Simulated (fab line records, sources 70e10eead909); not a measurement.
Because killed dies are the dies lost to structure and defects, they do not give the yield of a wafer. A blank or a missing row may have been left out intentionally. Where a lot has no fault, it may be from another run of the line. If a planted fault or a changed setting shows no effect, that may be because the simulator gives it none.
fab line records | flow nand_harc
[record] lots = 24 wafers = 72 last_day = 34
route steps=1302 shown P_M0@265 P_M1@305 P_BONDPAD@371
lots that met no fault: taken from a fault-free run of the same line
start_h: hours from the record's first day to the start of the lot's first wafer shown | wait_h: hours from the lot's prior step to this one | " identical to the entry in the row above | L1.1+2: one row covering several wafers at once | - no value, or no start given | * or withheld: withheld | < > ~ a bound
route shown NAME@n: NAME is a module with steps in the file, n the number in the route of the first one | usual: mean/standard deviation of fault-free wafers | same: alike in all rows | chamber/n: place in a boat | sites: the reading at each site | _std_site: the standard deviation of these | _edge_site: outer sites' mean less inner sites' | radius_mm: how far each site lies from the wafer's centre | mask NAME#n: copy n | behind: the tool/chamber that last shaped the wafer | hold: why the lot went on hold/how many hours it stayed there/how the hold came to an end | device: the transistor (n, p or np) that didn't switch | end of line: tests of these same wafers at the route's end | a step without rows: its recipe alone | killed: dies lost to structure and defects at the first sort, not the wafer's yield | map: per-die view of a wafer (x killed, . not killed, _ where there is no die)
set.NAME: setting as actually run; set.NAME@STEP: the setting as run at that earlier step | model.NAME: the simulator's own value behind a step, which no gauge read
the route's steps for a sample of lots (tables are steps, rows are wafers)
services: a tool's chamber out of use, with start hour (start_h, from the record's first day; less than 0 if before it), hours out, and reason
[[steps]]
[step NHARC_P_M0_INSPECT_11]
[usual] raw_defect_count = 5/3.1
// columns lot.wafer tool chamber start_h wait_h raw_defect_count
L074.4 defect_inspect-02 - 114.91 0.0 6
L074.5 " - " " 1
L074.6 " - " " 8
L075.1 defect_inspect-01 - 133.30 0.0 5
L075.5 " - " " 13
L075.6 " - " " 3
L076.1 defect_inspect-02 - 142.38 0.0 4
L076.2 " - " " 4
L076.5 " - " " 4
L077.1 defect_inspect-02 - 146.41 0.0 5
L077.4 " - " " 6
L077.6 " - " " 1
L078.1 defect_inspect-02 - 164.22 0.0 7
L078.3 " - " " 5
L078.6 " - " " 11
L079.1 defect_inspect-02 - 168.97 0.0 3
L079.3 " - " " 7
L079.5 " - " " 1
L080.2 defect_inspect-02 - 182.85 0.0 3
L080.3 " - " " 8
L080.6 " - " " 0
L081.1 defect_inspect-01 - 186.28 0.0 2
L081.3 " - " " 7
L081.5 " - " " 4
L082.2 defect_inspect-02 - 201.14 0.0 1
L082.4 " - " " 0
L082.5 " - " " 0
L083.1 defect_inspect-01 - 207.51 0.0 4
L083.2 " - " " 2
L083.4 " - " " 1
L084.2 defect_inspect-02 - 226.83 0.0 5
L084.5 " - " " 1
L084.6 " - " " 4
L085.3 defect_inspect-01 - 229.39 0.0 8
L085.5 " - " " 5
L085.6 " - " " 5
L086.2 defect_inspect-01 - 243.42 0.0 7
L086.5 " - " " 6
L086.6 " - " " 9
L087.1 defect_inspect-02 - 252.98 0.0 4
L087.5 " - " " 1
L087.6 " - " " 1
L088.3 defect_inspect-02 - 269.61 0.0 2
L088.5 " - " " 3
L088.6 " - " " 1
L089.1 defect_inspect-01 - 270.30 0.0 2
L089.3 " - " " 4
L089.5 " - " " 4
L090.1 defect_inspect-01 - 283.86 0.0 1
L090.2 " - " " 6
L090.6 " - " " 8
L091.1 defect_inspect-02 - 289.46 0.0 14
L091.3 " - " " 7
L091.5 " - " " 13
L092.2 defect_inspect-01 - 304.08 0.0 7
L092.3 " - " " 8
L092.4 " - " " 5
L093.2 defect_inspect-01 - 317.31 0.0 6
L093.5 " - " " 6
L093.6 " - " " 4
L094.2 defect_inspect-02 - 321.26 0.0 6
L094.4 " - " " 4
L094.5 " - " " 10
L095.1 defect_inspect-01 - 325.99 0.0 5
L095.3 " - " " 6
L095.6 " - " " 2
L096.1 defect_inspect-02 - 341.84 0.0 10
L096.2 " - " " 6
L096.3 " - " " 5
L097.1 defect_inspect-02 - 345.93 0.0 7
L097.2 " - " " 3
L097.3 " - " " 4
[step NHARC_P_M1_DEGAS_29]
[recipe] temp_c = 250 time_s = 60
[usual] heater_power_w = 339/40
// columns lot.wafer tool chamber start_h wait_h heater_power_w
L074.4 pvd_sputter-01 - 120.06 - 423
L074.5 " - " " 342
L074.6 " - " " 370
L075.1 pvd_sputter-01 - 138.41 - 343
L075.5 " - " " 350
L075.6 " - " " 368
L076.2 pvd_sputter-02 - 147.41 - 316
L076.1 " - " " 308
L076.5 " - " " 323
L077.1 pvd_sputter-01 - 151.56 - 317
L077.4 " - " " 420
L077.6 " - " " 341
L078.3 pvd_sputter-02 - 169.35 - 315
L078.1 " - " " 318
L078.6 " - " " 312
L079.3 pvd_sputter-02 - 174.15 - 326
L079.1 " - " " 290
L079.5 " - " " 274
L080.3 pvd_sputter-01 - 188.00 - 324
L080.2 " - " " 363
L080.6 " - " " 339
L081.1 pvd_sputter-02 - 191.34 - 322
L081.3 " - " " 296
L081.5 " - " " 278
L082.4 pvd_sputter-01 - 206.32 - 341
L082.2 " - " " 422
L082.5 " - " " 372
L083.2 pvd_sputter-02 - 212.85 - 330
L083.4 " - " " 277
L083.1 " - " " 306
L084.2 pvd_sputter-03 - 232.14 - 340
L084.5 " - " " 353
L084.6 " - " " 314
L085.3 pvd_sputter-03 - 234.61 - 339
L085.6 " - " " 328
L085.5 " - " " 348
L086.2 pvd_sputter-02 - 248.72 - 321
L086.5 " - " " 316
L086.6 " - " " 325
L087.1 pvd_sputter-01 - 258.11 - 436
L087.5 " - " " 361
L087.6 " - " " 390
L088.3 pvd_sputter-03 - 275.16 - 337
L088.5 " - " " 345
L088.6 " - " " 312
L089.3 pvd_sputter-02 - 275.64 - 322
L089.1 " - " " 272
L089.5 " - " " 293
L090.1 pvd_sputter-01 - 289.07 - 385
L090.2 " - " " 427
L090.6 " - " " 426
L091.1 pvd_sputter-01 - 294.68 - 319
L091.3 " - " " 397
L091.5 " - " " 323
L092.4 pvd_sputter-03 - 309.24 - 340
L092.3 " - " " 322
L092.2 " - " " 317
L093.2 pvd_sputter-02 - 323.27 - 327
L093.6 " - " " 319
L093.5 " - " " 331
L094.2 pvd_sputter-01 - 326.43 - 377
L094.4 " - " " 424
L094.5 " - " " 363
L095.3 pvd_sputter-01 - 331.03 - 395
L095.1 " - " " 373
L095.6 " - " " 387
L096.2 pvd_sputter-01 - 347.19 - 386
L096.1 " - " " 424
L096.3 " - " " 327
L097.1 pvd_sputter-02 - 351.48 - 332
L097.2 " - " " 277
L097.3 " - " " 293
[step NHARC_P_M1_PVD_20]
[recipe] target_thk_a = 50 bias_v = 168.6 power_w = 15000 chamber_pressure_pa = 0.12 time_s = 8.06 substrate_temp_c = 50 material = TaN
[usual] throttle_valve_pct = 29.9/1.2
// columns lot.wafer tool chamber start_h wait_h throttle_valve_pct
L074.4 pvd_sputter-01 - - - 28.9
L074.5 " - " " 30.7
L074.6 " - " " 30.0
L075.1 pvd_sputter-01 - - - 30.2
L075.5 " - " " 28.9
L075.6 " - " " 30.6
L076.1 pvd_sputter-02 - - - 27.4
L076.2 " - " " 31.0
L076.5 " - " " 27.3
L077.1 pvd_sputter-01 - - - 31.3
L077.4 " - " " 28.9
L077.6 " - " " 30.7
L078.3 pvd_sputter-02 - - - 30.4
L078.1 " - " " 29.4
L078.6 " - " " 27.4
L079.1 pvd_sputter-02 - - - 30.7
L079.3 " - " " 27.5
L079.5 " - " " 29.2
L080.2 pvd_sputter-01 - - - 30.2
L080.3 " - " " 31.3
L080.6 " - " " 30.1
L081.3 pvd_sputter-02 - - - 29.1
L081.1 " - " " 29.9
L081.5 " - " " 27.5
L082.2 pvd_sputter-01 - - - 30.1
L082.4 " - " " 29.2
L082.5 " - " " 30.1
L083.1 pvd_sputter-02 - - - 27.4
L083.2 " - " " 29.4
L083.4 " - " " 30.7
L084.2 pvd_sputter-03 - - - 30.4
L084.5 " - " " 30.3
L084.6 " - " " 29.9
L085.3 pvd_sputter-03 - - - 30.5
L085.6 " - " " 30.4
L085.5 " - " " 30.2
L086.2 pvd_sputter-02 - - - 27.5
L086.5 " - " " 31.0
L086.6 " - " " 30.3
L087.1 pvd_sputter-01 - - - 30.4
L087.6 " - " " 31.7
L087.5 " - " " 28.7
L088.3 pvd_sputter-03 - - - 27.8
L088.5 " - " " 29.7
L088.6 " - " " 27.7
L089.1 pvd_sputter-02 - - - 30.9
L089.3 " - " " 27.5
L089.5 " - " " 30.2
L090.1 pvd_sputter-01 - - - 30.2
L090.2 " - " " 31.9
L090.6 " - " " 30.4
L091.1 pvd_sputter-01 - - - 30.8
L091.3 " - " " 30.4
L091.5 " - " " 31.6
L092.3 pvd_sputter-03 - - - 30.2
L092.2 " - " " 29.7
L092.4 " - " " 28.0
L093.2 pvd_sputter-02 - - - 29.3
L093.6 " - " " 30.7
L093.5 " - " " 27.7
L094.4 pvd_sputter-01 - - - 28.7
L094.2 " - " " 30.7
L094.5 " - " " 30.5
L095.3 pvd_sputter-01 - - - 30.6
L095.1 " - " " 31.8
L095.6 " - " " 30.8
L096.1 pvd_sputter-01 - - - 30.2
L096.2 " - " " 30.6
L096.3 " - " " 31.9
L097.3 pvd_sputter-02 - - - 30.5
L097.2 " - " " 29.4
L097.1 " - " " 31.3
[step NHARC_P_M1_DEP_33]
[recipe] target_thk_a = 300 temp_c = 370 target_thk_nm = 30 pressure_torr = 3 flow_sccm = 200 rf_w = 450 material = SiCN
[usual] heater_power_w = 546/75
// columns lot.wafer tool chamber start_h wait_h heater_power_w
L074.4 pecvd-04 2 121.88 0.2 465
L074.6 " 0 " " 566
L074.5 " 1 " " 419
L075.1 pecvd-04 2 140.21 0.1 519
L075.5 " 1 " " 367
L075.6 " 2 " " 514
L076.2 pecvd-02 0 149.31 0.1 576
L076.1 " 1 " " 592
L076.5 " 1 " " 578
L077.1 pecvd-02 1 153.26 0.1 453
L077.4 " 2 " " 610
L077.6 " 0 " " 599
L078.3 pecvd-04 2 171.06 0.1 542
L078.1 " 1 " " 437
L078.6 " 0 " " 587
L079.1 pecvd-01 1 175.86 0.1 493
L079.3 " 0 " " 620
L079.5 " 2 " " 552
L080.3 pecvd-04 0 189.71 0.1 575
L080.2 " 1 " " 391
L080.6 " 2 " " 516
L081.1 pecvd-02 1 193.05 0.1 570
L081.3 " 2 " " 557
L081.5 " 1 " " 576
L082.2 pecvd-01 0 208.11 0.1 650
L082.4 " 2 " " 574
L082.5 " 0 " " 650
L083.2 pecvd-02 2 214.58 0.1 587
L083.1 " 0 " " 613
L083.4 " 2 " " 600
L084.2 pecvd-04 2 233.82 0.1 521
L084.6 " 2 " " 523
L084.5 " 1 " " 354
L085.3 pecvd-04 2 236.33 0.1 491
L085.5 " 0 " " 666
L085.6 " 1 " " 383
L086.2 pecvd-02 2 253.75 0.1 571
L086.5 " 0 " " 523
L086.6 " 2 " " 568
L087.1 pecvd-01 2 259.84 0.1 581
L087.6 " 1 " " 552
L087.5 " 0 " " 688
L088.3 pecvd-02 0 276.91 0.1 584
L088.6 " 0 " " 590
L088.5 " 1 " " 499
L089.1 pecvd-02 2 277.33 0.1 538
L089.3 " 1 " " 505
L089.5 " 0 " " 607
L090.1 pecvd-02 0 290.82 0.1 487
L090.2 " 1 " " 578
L090.6 " 0 " " 495
L091.3 pecvd-04 2 296.37 0.1 572
L091.1 " 0 " " 584
L091.5 " 0 " " 592
L092.2 pecvd-02 2 310.97 0.1 580
L092.3 " 0 " " 501
L092.4 " 2 " " 569
L093.2 pecvd-02 1 325.01 0.1 578
L093.5 " 0 " " 556
L093.6 " 1 " " 580
L094.2 pecvd-04 2 328.55 0.1 536
L094.4 " 0 " " 642
L094.5 " 2 " " 548
L095.1 pecvd-04 0 332.73 0.1 642
L095.3 " 2 " " 535
L095.6 " 1 " " 368
L096.2 pecvd-02 1 348.92 0.1 599
L096.1 " 2 " " 588
L096.3 " 0 " " 545
L097.3 pecvd-02 0 353.18 0.1 613
L097.1 " 1 " " 568
L097.2 " 2 " " 577
[step NHARC_P_BONDPAD_STRIP_15]
[recipe] o2_flow_sccm = 500 ar_flow_sccm = 0 bias_w = 0 chemistry = O2
[usual] drypump_motor_current_A = 5.5/0.62 oes_product_au = 0.997/0.011 rf_vpp_V = 57.6/0.86 showerhead_plenum_p_Torr = 3.53/0.16 throttle_valve_pct = 17.036/0.0085
// columns lot.wafer tool chamber start_h wait_h drypump_motor_current_A oes_product_au rf_hours_counter_h rf_vpp_V showerhead_plenum_p_Torr throttle_valve_pct
L074.4 rie_diel-07 3 129.41 0.1 6.2 1.003 0.2 58.3 3.37 17.035
L074.5 " 1 " " 5.3 0.997 - 57.0 3.34 17.043
L074.6 " 2 " " 5.4 0.981 - 57.2 3.77 17.040
L075.1 rie_diel-07 0 147.05 0.1 6.5 1.019 2.2 59.0 3.67 17.040
L075.5 " 1 " " 5.3 1.013 - 59.0 3.34 17.034
L075.6 " 2 " " 5.5 1.007 - 58.2 3.77 17.035
L076.2 rie_diel-02 3 155.72 0.1 5.4 0.978 2.9 56.9 3.38 17.044
L076.1 " 0 " " 6.4 0.988 3.1 57.3 3.64 17.002
L076.5 " 0 " " 6.3 0.999 - 57.6 3.64 17.042
L077.1 rie_diel-02 1 159.66 0.1 5.9 0.979 3.6 58.0 3.44 17.033
L077.4 " 0 " " 6.3 0.982 3.2 58.2 3.64 17.024
L077.6 " 1 " " 5.9 0.987 - 56.3 3.44 17.038
L078.3 rie_diel-07 0 177.63 0.1 6.5 1.008 3.7 57.0 3.67 17.022
L078.1 " 2 " " 5.5 1.004 4.1 58.0 3.77 17.023
L078.6 " 1 " " 5.3 0.990 - 56.2 3.34 17.048
L079.3 rie_diel-07 1 182.14 0.1 5.3 0.995 4.1 59.0 3.34 17.053
L079.1 " 2 " " 5.5 0.988 4.2 58.3 3.77 17.048
L079.5 " 1 " " 5.3 0.996 - 57.1 3.34 17.054
L080.3 rie_diel-07 2 195.96 0.1 5.5 1.001 4.5 58.9 3.77 17.030
L080.2 " 3 " " 6.2 0.998 4.1 57.9 3.37 17.037
L080.6 " 3 " " 6.2 0.996 - 57.5 3.37 17.029
L081.3 rie_diel-04 2 199.20 0.1 4.7 1.002 0.2 57.4 3.41 17.037
L081.1 " 3 " " 4.7 0.996 0.1 58.0 3.66 17.048
L081.5 " 3 " " 4.7 1.000 - 57.0 3.66 17.033
L082.4 rie_diel-04 1 214.47 0.1 4.8 0.971 1.4 58.9 3.75 17.014
L082.2 " 2 " " 4.7 0.997 1.3 58.3 3.41 17.027
L082.5 " 0 " " 5.9 0.993 - 57.5 3.37 17.039
L083.2 rie_diel-04 0 220.86 0.1 5.9 0.990 1.3 56.9 3.37 17.050
L083.1 " 2 " " 4.7 0.999 1.5 58.0 3.41 17.031
L083.4 " 3 " " 4.7 0.990 1.2 58.2 3.66 17.046
L084.2 rie_diel-07 2 240.48 0.1 5.5 0.990 7.2 59.0 3.77 17.036
L084.6 " 2 " " 5.5 0.991 - 58.3 3.77 17.037
L084.5 " 3 " " 6.2 0.992 - 57.1 3.37 17.029
L085.3 rie_diel-02 2 243.09 0.1 5.0 1.018 0.4 58.7 3.50 17.041
L085.6 " 2 " " 5.0 1.012 - 57.9 3.50 17.024
L085.5 " 3 " " 5.4 0.984 - 56.5 3.38 17.044
L086.2 rie_diel-04 1 260.70 0.1 4.8 0.984 2.8 60.1 3.75 17.051
L086.6 " 0 " " 5.9 0.998 - 57.6 3.37 17.042
L086.5 " 1 " " 4.8 0.991 - 58.5 3.75 17.052
L087.1 rie_diel-02 1 266.18 0.1 5.9 0.998 1.1 57.7 3.44 17.045
L087.6 " 3 " " 5.4 0.993 - 58.4 3.38 17.026
L087.5 " 0 " " 6.3 1.025 - 57.8 3.64 17.039
L088.3 rie_diel-04 0 283.43 0.1 5.9 0.996 4.0 56.9 3.37 17.031
L088.6 " 0 " " 5.9 0.995 - 57.7 3.37 17.043
L088.5 " 3 " " 4.7 1.003 - 58.3 3.65 17.041
L089.3 rie_diel-07 1 284.02 0.1 5.3 0.996 9.0 56.6 3.33 17.038
L089.1 " 0 " " 6.5 0.998 8.7 57.4 3.66 17.039
L089.5 " 1 " " 5.3 1.004 - 58.2 3.33 17.032
L090.2 rie_diel-04 0 297.18 0.1 6.0 0.996 5.3 58.6 3.37 17.026
L090.1 " 2 " " 4.7 1.005 5.0 56.1 3.41 17.039
L090.6 " 0 " " 5.9 1.004 - 55.6 3.37 17.050
L091.1 rie_diel-04 3 302.81 0.1 4.7 1.004 5.6 57.9 3.65 17.039
L091.3 " 1 " " 4.8 0.986 4.9 58.6 3.75 17.034
L091.5 " 3 " " 4.7 0.996 - 58.0 3.65 17.042
L092.3 rie_diel-04 1 317.25 0.1 4.8 0.981 5.7 56.7 3.75 17.042
L092.2 " 3 " " 4.7 1.005 6.3 59.0 3.65 17.035
L092.4 " 0 " " 5.9 1.008 6.7 56.3 3.37 17.037
L093.2 rie_diel-04 3 331.61 0.1 4.7 0.996 7.2 57.8 3.65 17.034
L093.6 " 1 " " 4.8 0.983 - 57.3 3.75 17.037
L093.5 " 2 " " 4.7 1.001 - 57.0 3.41 17.034
L094.2 rie_diel-02 3 334.83 0.1 5.4 0.999 2.7 56.8 3.38 17.026
L094.4 " 2 " " 5.0 1.016 2.7 57.4 3.50 17.024
L094.5 " 3 " " 5.4 0.993 - 57.8 3.38 17.025
L095.3 rie_diel-02 0 339.18 0.1 6.4 1.008 3.0 57.1 3.64 17.030
L095.1 " 2 " " 5.1 1.006 2.8 57.5 3.50 17.042
L095.6 " 0 " " 6.3 1.019 - 57.7 3.64 17.031
L096.2 rie_diel-07 1 355.58 0.1 5.3 0.997 2.5 57.3 3.33 17.036
L096.1 " 2 " " 5.5 1.000 2.6 59.1 3.77 17.041
L096.3 " 3 " " 6.2 1.000 2.7 56.0 3.36 17.034
L097.2 rie_diel-07 2 359.65 0.1 5.4 1.005 3.5 59.0 3.77 17.041
L097.3 " 3 " " 6.2 0.999 3.2 57.7 3.36 17.033
L097.1 " 1 " " 5.3 1.005 3.5 57.6 3.33 17.041
[step NHARC_P_BONDPAD_DEGAS_25]
[recipe] temp_c = 300 time_s = 60
[usual] heater_power_w = 472/55
// columns lot.wafer tool chamber start_h wait_h heater_power_w
L074.4 pvd_sputter-01 - 129.94 - 438
L074.5 " - " " 586
L074.6 " - " " 465
L075.1 pvd_sputter-01 - 147.58 - 514
L075.6 " - " " 447
L075.5 " - " " 475
L076.1 pvd_sputter-01 - 156.27 - 575
L076.2 " - " " 493
L076.5 " - " " 599
L077.4 pvd_sputter-03 - 160.21 - 451
L077.1 " - " " 492
L077.6 " - " " 457
L078.1 pvd_sputter-01 - 178.18 - 437
L078.3 " - " " 516
L078.6 " - " " 469
L079.3 pvd_sputter-02 - 182.68 - 445
L079.1 " - " " 406
L079.5 " - " " 453
L080.3 pvd_sputter-01 - 196.51 - 600
L080.2 " - " " 477
L080.6 " - " " 594
L081.1 pvd_sputter-02 - 199.75 - 443
L081.3 " - " " 407
L081.5 " - " " 377
L082.2 pvd_sputter-02 - 214.99 - 403
L082.4 " - " " 442
L082.5 " - " " 387
L083.2 pvd_sputter-03 - 221.41 - 481
L083.1 " - " " 447
L083.4 " - " " 474
L084.2 pvd_sputter-01 - 241.08 - 441
L084.6 " - " " 529
L084.5 " - " " 596
L085.3 pvd_sputter-01 - 243.65 - 453
L085.5 " - " " 603
L085.6 " - " " 452
L086.2 pvd_sputter-01 - 261.26 - 549
L086.5 " - " " 516
L086.6 " - " " 531
L087.1 pvd_sputter-02 - 266.72 - 442
L087.6 " - " " 376
L087.5 " - " " 411
L088.3 pvd_sputter-03 - 284.05 - 473
L088.6 " - " " 441
L088.5 " - " " 447
L089.1 pvd_sputter-01 - 284.57 - 540
L089.3 " - " " 450
L089.5 " - " " 535
L090.1 pvd_sputter-01 - 297.73 - 540
L090.2 " - " " 595
L090.6 " - " " 437
L091.3 pvd_sputter-03 - 303.37 - 482
L091.1 " - " " 449
L091.5 " - " " 493
L092.3 pvd_sputter-03 - 317.79 - 477
L092.2 " - " " 440
L092.4 " - " " 466
L093.2 pvd_sputter-03 - 332.15 - 438
L093.5 " - " " 475
L093.6 " - " " 476
L094.4 pvd_sputter-02 - 335.40 - 465
L094.2 " - " " 402
L094.5 " - " " 446
L095.3 pvd_sputter-03 - 339.72 - 446
L095.1 " - " " 465
L095.6 " - " " 430
L096.2 pvd_sputter-02 - 356.11 - 395
L096.3 " - " " 410
L096.1 " - " " 456
L097.2 pvd_sputter-03 - 360.21 - 445
L097.3 " - " " 455
L097.1 " - " " 469
[[services]]
// columns tool chamber start_h hours kind
pecvd-02 - 99.31 1.7 repair
pvd_sputter-02 - 104.00 10.0 pm
rie_diel-07 - 117.20 9.0 pm
pecvd-01 - 130.00 13.0 pm
pvd_sputter-02 - 150.08 10.1 repair
rie_diel-07 - 164.94 0.4 repair
pecvd-04 1 174.83 7.5 repair
rie_diel-04 - 177.90 9.0 pm
pvd_sputter-03 - 183.25 10.0 pm
pvd_sputter-02 - 187.23 2.3 repair
rie_diel-02 - 192.16 0.3 repair
pvd_sputter-02 - 202.97 0.8 repair
rie_diel-07 2 204.64 4.7 repair
pvd_sputter-01 - 209.65 0.5 repair
rie_diel-02 - 216.70 9.0 pm
pvd_sputter-01 - 226.00 10.0 pm
pecvd-02 - 227.06 13.0 pm
pecvd-04 - 269.23 13.0 pm
pvd_sputter-02 - 282.00 10.0 pm
rie_diel-04 1 282.13 8.7 repair
rie_diel-07 - 294.20 9.0 pm
pvd_sputter-02 - 349.33 0.7 repair
rie_diel-04 - 355.13 9.0 pm
pvd_sputter-01 - 356.69 1.9 repair
[[key]]
fault none
